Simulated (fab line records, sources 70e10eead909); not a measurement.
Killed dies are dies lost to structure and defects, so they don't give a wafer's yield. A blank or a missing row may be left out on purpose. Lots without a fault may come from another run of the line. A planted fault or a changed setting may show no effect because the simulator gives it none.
Which tool did it? | flow nand_harc | 7 lots, 21 wafers sampled, at 4 steps of a route of 1159

WHAT THE GAUGES READ, wafer by wafer
NHARC_P_CONTACT_OVL_MEAS_13.
lot  | measured     | on         | overlay_x_nm (nm)
L229 | day 6 03:16  | overlay-01 | 1.4 1.6 1.8
L232 | day 7 07:40  | overlay-01 | 0.6 0.1 0.0
L234 | day 7 15:28  | overlay-02 | 0.9 0.5 0.8
L238 | day 8 18:41  | overlay-02 | -0.8 -0.8 -0.1
L242 | day 9 09:32  | overlay-01 | - - -
L243 | day 9 22:21  | overlay-01 | -0.3 -0.3 -0.8
L249 | day 11 02:00 | overlay-01 | 0.4 0.8 0.8

WHICH TOOL RAN EACH LOT (tool, then ch and the chambers of the sampled wafers, then the start)
lot  | NHARC_P_GATE_DESCUM_93             | NHARC_P_GATE_RTA_80              | NHARC_P_CONTACT_PEB_10
L229 | rie_diel-08 ch 0,1, day 5 22:25    | rtp_anneal-01 ch 0, day 6 00:43  | litho_track-04 ch 0, day 6 03:06
L232 | rie_diel-05 ch 1,2, day 7 02:30    | rtp_anneal-02 ch 0, day 7 05:10  | litho_track-04 ch 0, day 7 07:29
L234 | rie_diel-11 ch 0,1,2, day 7 10:23  | rtp_anneal-01 ch 0, day 7 12:41  | litho_track-06 ch 0, day 7 15:18
L238 | rie_diel-08 ch 0,2, day 8 14:06    | rtp_anneal-01 ch 0, day 8 16:23  | litho_track-01 ch 0, day 8 18:31
L242 | rie_diel-08 ch 1,2,3, day 9 04:03  | rtp_anneal-01 ch 0, day 9 07:13  | litho_track-06, day 9 09:22
L243 | rie_diel-05 ch 1,3, day 9 17:25    | rtp_anneal-02 ch 0, day 9 20:08  | litho_track-01 ch 0, day 9 22:11
L249 | rie_diel-05 ch 1,2,3, day 10 21:21 | rtp_anneal-02 ch 0, day 10 23:37 | litho_track-01 ch 0, day 11 01:49
- NHARC_P_GATE_DESCUM_93: chemistry O2, time 3 s.
- NHARC_P_GATE_RTA_80: time 30 s.
- NHARC_P_CONTACT_PEB_10: peb time 65 s.

THE ANSWER, worked out from the rows above alone
Rule: what is usual is taken from the lots themselves. Put in order of their means at a reading, lots are off if they are a third of the lots or fewer, leave a main group of 4 or more, and stand apart from it by a gap of 3 or more times the standard deviation of the main group's means; of several such gaps the widest counts. A main group whose means are all the same, to the digits that the tables above print for the reading, isn't used. A lot without any number at a reading at which 4 lots or more have one is off too. The other lots that the step has rows for count as sound.
Off: L242, at NHARC_P_CONTACT_OVL_MEAS_13 (overlay_x_nm). Without a number there: L242. The main group: mean 0.4 nm, standard deviation 0.74.
A tool fits if, at a process step before that reading, it ran every lot that is off, and no sound lot after the first of them. The gauges at NHARC_P_CONTACT_OVL_MEAS_13 are tried like those tools. Can't be told from this: 3 tools fit, rie_diel-08 at NHARC_P_GATE_DESCUM_93, rtp_anneal-01 at NHARC_P_GATE_RTA_80, litho_track-06 at NHARC_P_CONTACT_PEB_10.

WHAT THE SIMULATOR HAD PUT IN
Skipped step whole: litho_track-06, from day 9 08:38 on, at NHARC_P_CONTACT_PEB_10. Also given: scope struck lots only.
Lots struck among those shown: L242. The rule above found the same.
